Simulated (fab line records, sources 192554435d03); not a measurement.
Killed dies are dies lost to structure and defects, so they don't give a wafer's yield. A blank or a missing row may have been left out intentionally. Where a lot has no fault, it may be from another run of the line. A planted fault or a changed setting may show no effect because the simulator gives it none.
Matching of chambers + flow n5-finfet + N5_BEOL_M8_CMP_52 on cmp-02: 4 sister chambers
The step polishes, stops on SiCOH lowk, t overpolish 6.9 s, target thk 80 nm. 7 wafers are shown with their chamber, then 11 later ones without.

== WAFERS, EACH WITH ITS CHAMBER ==
| wafer  | chamber | motor-current-A (A) | edge-zone-pressure-frac |
|--------|---------|---------------------|-------------------------|
| L084.5 | 0       | 6.2                 | 0.998                   |
| L086.2 | 1       | 5.6                 | 1.001                   |
| L086.4 | 2       | 5.6                 | 1.008                   |
| L087.2 | 0       | 5.6                 | 1.002                   |
| L087.5 | 2       | 5.4                 | 1.003                   |
| L087.6 | 3       | 6.2                 | 0.999                   |
| L088.2 | 3       | 6.4                 | 1.002                   |

== WAFERS WITHOUT THEIR CHAMBER ==
| wafer  | motor-current-A (A) | edge-zone-pressure-frac |
|--------|---------------------|-------------------------|
| L088.3 | 5.4                 | 1.009                   |
| L088.5 | 5.8                 | 1.006                   |
| L089.2 | 6.4                 | 1.005                   |
| L089.3 | 5.8                 | 0.998                   |
| L089.6 | 5.3                 | 1.001                   |
| L095.1 | 5.7                 | 0.991                   |
| L095.3 | 5.8                 | 0.998                   |
| L095.4 | 6.4                 | 1.007                   |
| L096.2 | 5.8                 | 0.994                   |
| L096.3 | 5.6                 | 1.002                   |
| L096.6 | 6.0                 | 1.002                   |

== THE CHAMBER EACH PASSED THROUGH ==
| wafer  | from the rows above               | in truth |
|--------|-----------------------------------|----------|
| L088.3 | can't be placed: 2 or 1           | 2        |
| L088.5 | can't be placed: 2 or 1 or 0 or 3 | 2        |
| L089.2 | can't be placed: 3 or 0 or 1 or 2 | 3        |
| L089.3 | can't be placed: 0 or 1 or 3      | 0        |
| L089.6 | can't be placed: 1 or 2 or 0      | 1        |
| L095.1 | can't be placed: 0 or 1 or 3 or 2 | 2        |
| L095.3 | can't be placed: 0 or 1 or 3      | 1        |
| L095.4 | can't be placed: 3 or 0 or 2 or 1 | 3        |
| L096.2 | can't be placed: 0 or 1 or 3      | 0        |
| L096.3 | can't be placed: 1 or 2 or 0      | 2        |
| L096.6 | can't be placed: 0 or 3 or 1 or 2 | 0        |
Correctly placed: 0 of 11. Unplaceable from these rows: 11, with the true chamber sitting among the candidates in 11. Placed wrongly: 0.
How it was worked out, from the rows above alone: a wafer's distance from a chamber is the root of the sum, over the readings, of the square of ((its reading less the chamber's mean) divided by the reading's scatter). The wafer belongs to the nearest chamber; if the next one is less than 2 further off, it can't be placed. Each chamber's mean is taken over the wafers shown for it. The scatter: take each reading less its chamber's mean, square it, sum over the shown wafers, divide by the number of wafers less the number of chambers, and take the root.
